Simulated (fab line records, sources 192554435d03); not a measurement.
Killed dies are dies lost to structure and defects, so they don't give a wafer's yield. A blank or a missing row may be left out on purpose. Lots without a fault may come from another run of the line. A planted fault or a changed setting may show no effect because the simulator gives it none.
fab line records | flow n5_finfet
record lots=5 wafers=15 last_day=18
route steps=1938 shown BEOL_M7@1312
lots that met no fault: from a run of the same line without faults
start_h: hours from the record's first day to the start of the lot's first wafer shown | wait_h: hours since the lot's step before | " the same as in the row above | L1.1+2: a row that stands for several wafers | - no value, or no start given | * or withheld: withheld | < > ~ a bound
route shown NAME@n: a module of which the file shows steps, and the number in the route of the first | usual: mean/standard deviation of fault-free wafers | same: alike in all rows | chamber/n: place in a boat | sites: the reading at each site | _std_site: their standard deviation | _edge_site: outer sites' mean less inner sites' | radius_mm: how far each site lies from the wafer's centre | mask NAME#n: copy n | behind: the tool/chamber that last shaped the wafer | hold: why the lot was held/for how many hours/how that ended | device: the transistor (n, p or np) that didn't switch | end of line: the same wafers' tests at the end of the route | a step without rows: its recipe alone | killed: dies lost to structure and defects at the first sort, not the wafer's yield | map: a wafer's dies, x killed, . not, _ none there
set.NAME: the setting as run; set.NAME@STEP: as run at that earlier step | model.NAME: the simulator's own value behind a step, which no gauge read
lots at some steps of the route; a table a step, a row a wafer
services: from which hour (start_h, from the record's first day; less than 0 if before it) a tool's chamber was out of use, for how many hours, and why
## steps
# step N5_BEOL_M7_HM_STRIP_39
# recipe chemistry=peroxide_tin_strip material=TiN target_depth_a=250 temp_c=50 time_s=158
# step N5_BEOL_M7_SRD_40
# recipe time_s=30 temp_c=23 rinse_liquid=diw dry=ipa_marangoni
# step N5_BEOL_M7_PRECLEAN_42
# recipe chemistry=residue_remover time_s=60 temp_c=40
# step N5_BEOL_M7_SRD_43
# recipe time_s=30 temp_c=23 rinse_liquid=diw dry=ipa_marangoni
# step N5_BEOL_M7_CD_MEAS_35
# recipe target_cd_nm=40 polarity=opening
# usual cd_nm=40.0/0.64
# columns lot.wafer tool chamber start_h wait_h cd_nm
L307.2 cd_sem-02 - 205.95 0.0 39.8
L307.4 " - " " 39.5
L307.6 " - " " 39.5
L309.2 cd_sem-03 - 220.18 0.0 39.8
L309.3 " - " " 40.3
L309.4 " - " " 39.7
L324.3 cd_sem-02 - 309.71 0.0 39.8
L324.4 " - " " 39.6
L324.5 " - " " 39.8
L326.2 cd_sem-03 - 323.65 0.0 39.5
L326.5 " - " " 39.7
L326.6 " - " " 39.1
L328.1 cd_sem-01 - 333.56 0.0 40.1
L328.4 " - " " 40.1
L328.6 " - " " 40.1
# step N5_BEOL_M7_CURE_75
# recipe temp_c=370 time_s=120 ambient=DMADMS/He material=SiCOH_lowk
# usual lamp_power_pct=52.31/0.056 wafer_temp_C_max=371.6/0.65
# columns lot.wafer tool chamber start_h wait_h lamp_power_pct wafer_temp_C_max
L307.2 uv_cure-03 0 206.04 0.1 52.37 371.3
L307.4 " 0 " " 52.38 372.3
L307.6 " 0 " " 52.33 371.5
L309.2 uv_cure-01 0 220.27 0.1 52.35 372.3
L309.3 " 0 " " 52.28 372.0
L309.4 " 0 " " 52.33 372.2
L324.3 uv_cure-02 2 310.10 0.4 52.38 370.7
L324.4 " 2 " " 52.30 370.8
L324.5 " 2 " " 52.24 370.9
L326.2 uv_cure-02 1 323.75 0.1 52.32 371.1
L326.5 " 1 " " 52.33 370.9
L326.6 " 1 " " 52.43 371.4
L328.1 uv_cure-01 1 333.60 0.0 52.34 371.0
L328.4 " 1 " " 52.31 370.9
L328.6 " 1 " " 52.28 371.0
# step N5_BEOL_M7_DEGAS_44
# recipe ambient=vacuum temp_c=250 time_s=60
# usual heater_power_w=347/15
# columns lot.wafer tool chamber start_h wait_h heater_power_w
L307.2 pvd_sputter-01 - 206.32 0.2 338
L307.4 " - " " 339
L307.6 " - " " 335
L309.2 pvd_sputter-02 - 221.10 0.8 347
L309.3 " - " " 362
L309.4 " - " " 354
L324.3 pvd_sputter-02 - 311.25 1.1 332
L324.4 " - " " 361
L324.5 " - " " 345
L326.2 pvd_sputter-01 - 324.04 0.2 345
L326.5 " - " " 345
L326.6 " - " " 331
L328.1 pvd_sputter-02 - 335.26 1.6 329
L328.4 " - " " 354
L328.6 " - " " 352
# step N5_BEOL_M7_PRE_CLEAN_45
# recipe gas=H2/He time_s=30 temp_c=250
# usual heater_power_w=347/16
# columns lot.wafer tool chamber start_h wait_h heater_power_w
L307.2 pvd_sputter-01 - 206.36 0.0 335
L307.4 " - " " 346
L307.6 " - " " 333
L309.2 pvd_sputter-02 - 221.14 0.0 346
L309.3 " - " " 359
L309.4 " - " " 345
L324.3 pvd_sputter-02 - 311.29 0.0 342
L324.4 " - " " 344
L324.5 " - " " 347
L326.2 pvd_sputter-01 - 324.08 0.0 326
L326.5 " - " " 334
L326.6 " - " " 334
L328.1 pvd_sputter-02 - 335.30 0.0 340
L328.4 " - " " 358
L328.6 " - " " 350
# step N5_BEOL_M7_ALD_77
# recipe material=TaN target_thk_a=20 temp_c=275 ald_precursor_family=PDMAT ald_co_reactant=NH3 pressure_torr=3 carrier_flow_sccm=1500 pulse_time_s=2 purge_time_s=3 co_reactant_purge_time_s=2 co_reactant_pulse_time_s=3 ald_cycles=40 precursor_vessel_temp_c=75 precursor_vessel_pressure_torr=26.25 precursor_vessel_carrier_sccm=1000
# step N5_BEOL_M7_SURFACE_TREAT_79
# recipe gas=Ar time_s=* ion_energy_ev=* ion_current_ma_cm2=0.5 pressure_mtorr=* ar_flow_sccm=30
# usual throttle_valve_pct=*
# columns lot.wafer tool chamber start_h wait_h throttle_valve_pct
L307.2 pvd_sputter-03 - 206.83 0.2 *
L307.4 " - " " *
L307.6 " - " " *
L309.2 pvd_sputter-02 - 221.48 0.2 *
L309.3 " - " " *
L309.4 " - " " *
L324.3 pvd_sputter-03 - 311.70 0.2 *
L324.4 " - " " *
L324.5 " - " " *
L326.2 pvd_sputter-02 - 325.13 0.8 *
L326.5 " - " " *
L326.6 " - " " *
L328.1 pvd_sputter-02 - 335.74 0.2 *
L328.4 " - " " *
L328.6 " - " " *
# step N5_BEOL_M7_CVD_78
# recipe material=Co target_thk_a=20 temp_c=withheld precursor=CCTBA/H2 pressure_torr=30 time_s=142.3
# step N5_BEOL_M7_SPUTTER_48
# recipe material=Cu target_thk_a=100 temp_c=-20 bias_v=60 power_w=26000 chamber_pressure_pa=0.13 time_s=1.667
# step N5_BEOL_M7_ECD_50
# recipe material=Cu target_thk_a=3000
# columns lot.wafer tool chamber start_h wait_h model.Cu_of_BEOL_M7_ECD_50.thk_nm
L307.2 ecd_cu-01 1 207.23 0.1 294.6
L307.4 " 0 " " 295.2
L307.6 " 1 " " 296
L309.2 ecd_cu-02 0 221.77 0.1 297.4
L309.3 " 0 " " 300.2
L309.4 " 1 " " 297.6
L324.3 ecd_cu-02 1 312.03 0.1 300.4
L324.4 " 0 " " 225.2
L324.5 " 0 " " 232
L326.2 ecd_cu-01 1 325.60 0.1 300.6
L326.5 " 1 " " 304.4
L326.6 " 0 " " 303.4
L328.1 ecd_cu-01 1 336.46 0.1 301.2
L328.4 " 1 " " 298.6
L328.6 " 0 " " 299.2
# step N5_BEOL_M7_ANNEAL_51
# recipe temp_c=225 time_s=90 ambient=N2
# usual wafer_temp_C_max=226.3/0.34
# columns lot.wafer tool chamber start_h wait_h wafer_temp_C_max
L307.2 rtp_anneal-02 0 207.50 0.3 227.2
L307.4 " 0 " " 226.4
L307.6 " 0 " " 226.6
L309.2 rtp_anneal-02 0 222.62 0.8 226.2
L309.3 " 0 " " 226.4
L309.4 " 0 " " 226.6
L324.3 rtp_anneal-01 0 312.19 0.1 226.1
L324.4 " 0 " " 225.6
L324.5 " 0 " " 226.1
L326.2 rtp_anneal-01 0 326.11 0.5 225.9
L326.5 " 0 " " 226.1
L326.6 " 0 " " 226.1
L328.1 rtp_anneal-02 0 336.55 0.1 226.2
L328.4 " 0 " " 226.2
L328.6 " 0 " " 226.3
# step N5_BEOL_M7_CMP_52
# recipe stop_on=SiCOH_lowk t_overpolish_s=6.9 down_force_psi=1 platen_rpm=50 clearing_platen_down_force_psi=1.5 clearing_platen_rpm=50 post_cmp_clean=cu_alkaline target_thk_nm=80 clearing_platen_pad_velocity_m_s=0.99484 pad_velocity_m_s=0.99484
# usual head_pressure_psi=1.0000/0.0022 motor_current_A=6.0/0.45 time_to_endpoint_s=62/3.3
# columns lot.wafer tool chamber start_h wait_h head_pressure_psi motor_current_A time_to_endpoint_s
L307.2 cmp-03 0 207.75 0.2 1.0007 6.4 60
L307.4 " 1 " " 0.9985 6.3 57
L307.6 " 0 " " 1.0020 6.6 58
L309.4 cmp-04 1 222.87 0.1 1.0014 6.0 60
L309.2 " 3 " " 1.0016 5.7 67
L309.3 " 0 " " 1.0002 6.4 62
L324.3 cmp-04 0 312.49 0.3 1.0010 6.5 63
L324.4 " 1 " " 0.9956 5.8 45
L324.5 " 2 " " 0.9957 5.7 45
L326.2 cmp-04 0 326.44 0.3 1.0025 6.5 63
L326.6 " 2 " " 0.9970 5.5 60
L326.5 " 3 " " 1.0001 5.9 67
L328.4 cmp-04 0 336.85 0.1 0.9974 6.3 62
L328.1 " 2 " " 0.9993 5.2 60
L328.6 " 1 " " 1.0011 6.1 59
# step N5_BEOL_M7_THK_MEAS_53
# recipe thk_meas_gauge=xrf reads=Cu_of_BEOL_M7_ECD_50
# usual M7_THK=77.9/2.2
# columns lot.wafer tool chamber start_h wait_h M7_THK[nm]
L307.2 film_metro-01 - 208.05 - 77.3
L307.4 " - " " 76.7
L307.6 " - " " 78.2
L309.2 film_metro-02 - 223.16 - 79.4
L309.3 " - " " 76.8
L309.4 " - " " 78.1
L324.3 film_metro-01 - 312.71 - 81.7
L324.4 " - " " 80.5
L324.5 " - " " 80.3
L326.2 film_metro-02 - 326.67 0.2 76.2
L326.5 " - " " 80.6
L326.6 " - " " 76.2
L328.1 film_metro-02 - 337.14 - 80.8
L328.4 " - " " 80.6
L328.6 " - " " 81.3
## services
# columns tool chamber start_h hours kind
uv_cure-02 - 188.13 2.8 pm
cmp-04 - 190.60 2.6 repair
ecd_cu-01 - 209.35 0.8 repair
cmp-03 - 220.94 0.8 repair
uv_cure-01 - 227.97 28.1 pm
cmp-03 - 233.89 0.3 repair
rtp_anneal-02 - 238.50 0.8 pm
uv_cure-03 - 246.60 2.1 pm
uv_cure-03 - 255.96 7.5 pm
cmp-03 - 259.78 4.0 pm
cmp-03 - 263.78 - consumable_replace:conditioner
cmp-03 - 263.78 - consumable_replace:pad
uv_cure-02 - 270.70 6.3 repair
cmp-04 - 278.21 0.4 repair
uv_cure-01 - 298.67 7.1 pm
uv_cure-01 - 305.97 4.1 repair
ecd_cu-02 - 306.76 1.1 repair
pvd_sputter-03 - 309.90 0.8 repair
uv_cure-02 - 310.48 1.0 pm
cmp-03 - 311.07 5.7 pm
cmp-03 - 324.47 1.2 repair
uv_cure-03 - 330.67 7.5 pm
pvd_sputter-01 - 335.20 1.6 repair
rtp_anneal-01 - 336.27 2.5 pm
## key
first_sign step=N5_BEOL_M7_CMP_52 reading=time_to_endpoint_s direction=down sigmas=5.1 usual=* struck=*
effect none on later readings
model_effect step=N5_BEOL_M7_ECD_50 value=Cu_of_BEOL_M7_ECD_50.thk_nm without=301.1 struck=228.6
met_at N5_BEOL_M7_ECD_50
struck_wafers L324.4,L324.5
onset_between 221.77 312.03
fault kind=process_parameter_drift tool=ecd_cu-02 chamber=0 onset_h=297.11 steps=N5_BEOL_M7_ECD_50 channel=target_thk_a offset=* shape=step end_h=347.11 acts_in=* stated=*
